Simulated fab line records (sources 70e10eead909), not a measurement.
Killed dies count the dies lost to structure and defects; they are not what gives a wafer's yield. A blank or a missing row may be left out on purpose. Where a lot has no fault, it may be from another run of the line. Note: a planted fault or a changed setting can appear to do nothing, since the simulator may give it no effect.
Matching of chambers    flow nand-harc    NHARC_A_M0_DESCUM_14 on rie-diel-08 has 4 sister chambers
The step chemistry O2, time 3 s. 14 wafers are shown with their chamber, then 7 later ones without.

== EACH WAFER AND ITS CHAMBER ==
wafer   chamber  showerhead-plenum-p-Torr (Torr)  drypump-motor-current-A (A)  oes-product-au (a.u.)
L079.3  3        1.78                             6.7                          1.003
L079.4  1        2.06                             5.9                          1.000
L079.5  3        1.78                             6.7                          1.003
L085.3  2        1.98                             6.0                          1.021
L085.4  0        1.80                             5.1                          1.020
L085.5  2        1.98                             6.0                          1.011
L082.2  0        1.80                             5.1                          1.020
L082.5  2        1.98                             6.0                          1.013
L082.6  1        2.06                             6.0                          1.003
L086.3  1        2.06                             6.0                          1.001
L086.4  3        1.78                             6.7                          0.997
L086.6  3        1.78                             6.7                          0.993
L093.2  1        2.06                             6.0                          0.998
L093.3  2        1.97                             6.0                          1.009

SIGNATURES (averages over the wafers above)
reading                   chamber 0  chamber 1  chamber 2  chamber 3  scatter within a chamber
showerhead-plenum-p-Torr  1.8000     2.0600     1.9775     1.7800     0.00274
drypump-motor-current-A   5.100      5.975      6.000      6.700      0.0274
oes-product-au            1.02000    1.00050    1.01350    0.99900    0.0041
Rule: for a wafer and a chamber, the distance is found by dividing, reading by reading, the gap between the wafer's reading and the chamber's mean by the reading's scatter, squaring, summing and taking the root. The wafer belongs to the nearest chamber; if the next one is less than 2 further off, it can't be placed. How the scatter is found: for the shown wafers, subtract from each reading the mean of its chamber, square and add these, divide the total by (wafers less chambers), then take the root.

== WAFERS WHOSE CHAMBER IS MISSING ==
wafer   showerhead-plenum-p-Torr (Torr)  drypump-motor-current-A (A)  oes-product-au (a.u.)
L093.5  2.06                             5.9                          0.999
L094.1  2.06                             6.0                          1.011
L094.4  1.97                             6.0                          1.009
L094.5  1.79                             5.1                          0.997
L095.1  1.78                             6.7                          1.009
L095.4  1.97                             6.0                          1.006
L095.5  1.79                             5.1                          1.008

== EACH ONE'S CHAMBER ==
wafer   from the rows above  in truth
L093.5  1                    1
L094.1  1                    1
L094.4  2                    2
L094.5  0                    0
L095.1  3                    3
L095.4  2                    2
L095.5  0                    0
7 of 7 placed correctly. Not placeable from these rows: 0. Placed wrongly: 0.
